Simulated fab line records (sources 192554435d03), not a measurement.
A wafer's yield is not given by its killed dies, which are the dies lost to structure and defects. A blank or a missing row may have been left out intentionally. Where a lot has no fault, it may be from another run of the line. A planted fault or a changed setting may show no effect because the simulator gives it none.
Chamber matching -- flow n5-finfet -- 4 sister chambers for N5_FIN_CUT_ETCH_20 on rie-diel-03
The step etches SiARC in CF4, target depth 26 nm, time 43.3 s. 4 wafers are shown with their chamber, then 10 later ones without.

WAFERS, EACH WITH ITS CHAMBER
wafer,chamber,showerhead-plenum-p-Torr (Torr)
L084.2,1,2.20
L085.1,0,2.15
L093.1,3,2.26
L093.4,2,2.17

WAFERS WITHOUT THEIR CHAMBER
wafer,showerhead-plenum-p-Torr (Torr)
L093.6,2.26
L094.2,2.17
L094.3,2.25
L094.6,2.26
L095.2,2.15
L095.4,2.25
L095.5,2.17
L097.2,2.25
L097.3,2.17
L097.5,2.14

WHICH CHAMBER EACH ONE RAN IN
wafer,from the rows above,in truth
L093.6,3,3
L094.2,2,2
L094.3,3,3
L094.6,3,3
L095.2,0,0
L095.4,3,3
L095.5,2,2
L097.2,3,3
L097.3,2,2
L097.5,0,0
10 of 10 placed correctly. Not placeable from these rows: 0. 0 placed wrongly.
How it was worked out, from the rows above alone: a wafer's distance from a chamber is the root of the sum, over the readings, of the square of ((its reading less the chamber's mean) divided by the reading's scatter). If the next closest chamber is less than 2 further off than the closest, the wafer can't be placed; otherwise it belongs to the closest. Each chamber's mean is taken over the wafers shown for it. The scatter (one wafer shown for each chamber): square how far every hidden wafer sits from the nearest shown wafer, average those squares and take the square root.
